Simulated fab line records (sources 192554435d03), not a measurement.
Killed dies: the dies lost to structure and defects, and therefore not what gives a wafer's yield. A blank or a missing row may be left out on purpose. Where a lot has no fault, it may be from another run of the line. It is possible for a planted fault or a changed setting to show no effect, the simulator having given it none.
Matching of chambers + flow n5-finfet + N5_BEOL_M11_ILD_DEP_00 on pecvd-02 has 3 sister chambers
The step deposits SiCOH lowk from DEMS/porogen, target thk 308.51 nm, time 58 s. 14 wafers are shown with their chamber, then 6 later ones without.

== WAFERS PAIRED WITH THEIR CHAMBERS ==
| wafer  | chamber | throttle-valve-pct (%) | heater-power-w (W) | showerhead-plenum-p-Torr (Torr) |
|--------|---------|------------------------|--------------------|---------------------------------|
| L405.1 | 2       | 13.8                   | 323                | 5.756                           |
| L405.2 | 0       | 14.2                   | 346                | 5.755                           |
| L405.5 | 1       | 13.4                   | 249                | 5.758                           |
| L406.2 | 2       | 13.7                   | 342                | 5.732                           |
| L406.4 | 0       | 14.2                   | 402                | 5.748                           |
| L406.5 | 1       | 13.4                   | 253                | 5.750                           |
| L409.3 | 1       | 13.2                   | 295                | 5.753                           |
| L409.4 | 0       | 14.3                   | 309                | 5.741                           |
| L409.5 | 2       | 13.7                   | 312                | 5.746                           |
| L410.3 | 2       | 13.7                   | 285                | 5.734                           |
| L410.5 | 1       | 13.1                   | 242                | 5.767                           |
| L410.6 | 0       | 14.7                   | 371                | 5.749                           |
| L412.3 | 2       | 13.7                   | 307                | 5.729                           |
| L412.4 | 1       | 13.2                   | 269                | 5.757                           |

SIGNATURES, as means of the wafers listed above
| reading                  | chamber 0 | chamber 1 | chamber 2 | scatter within a chamber |
|--------------------------|-----------|-----------|-----------|--------------------------|
| throttle-valve-pct       | 14.350    | 13.260    | 13.720    | 0.151                    |
| heater-power-w           | 357.00    | 261.60    | 313.80    | 27.3                     |
| showerhead-plenum-p-Torr | 5.74825   | 5.75700   | 5.73940   | 0.0084                   |
Rule: a wafer's distance from a chamber is the root of the sum, over the readings, of the square of ((its reading less the chamber's mean) divided by the reading's scatter). The wafer belongs to the nearest chamber; if the next one is less than 2 further off, it can't be placed. The scatter is the square root of a quotient: the sum, over the shown wafers, of each reading's squared deviation from its chamber's mean, divided by wafers minus chambers.

== WAFERS MISSING THEIR CHAMBER ==
| wafer  | throttle-valve-pct (%) | heater-power-w (W) | showerhead-plenum-p-Torr (Torr) |
|--------|------------------------|--------------------|---------------------------------|
| L412.6 | 14.3                   | 395                | 5.755                           |
| L420.2 | 13.1                   | 263                | 5.763                           |
| L420.3 | 14.0                   | 382                | 5.750                           |
| L424.1 | 14.0                   | 338                | 5.737                           |
| L424.3 | 14.0                   | 323                | 5.753                           |
| L424.5 | 13.9                   | 335                | 5.725                           |

== CHAMBER TAKEN BY EACH ==
| wafer  | from the rows above     | in truth |
|--------|-------------------------|----------|
| L412.6 | 0                       | 0        |
| L420.2 | 1                       | 1        |
| L420.3 | can't be placed: 0 or 2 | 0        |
| L424.1 | can't be placed: 2 or 0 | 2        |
| L424.3 | can't be placed: 2 or 0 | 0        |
| L424.5 | can't be placed: 2 or 0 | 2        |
Correct placement for 2 of the 6. From these rows, 4 cannot be placed; in 4 the true chamber is one of the candidates. 0 placed wrongly.
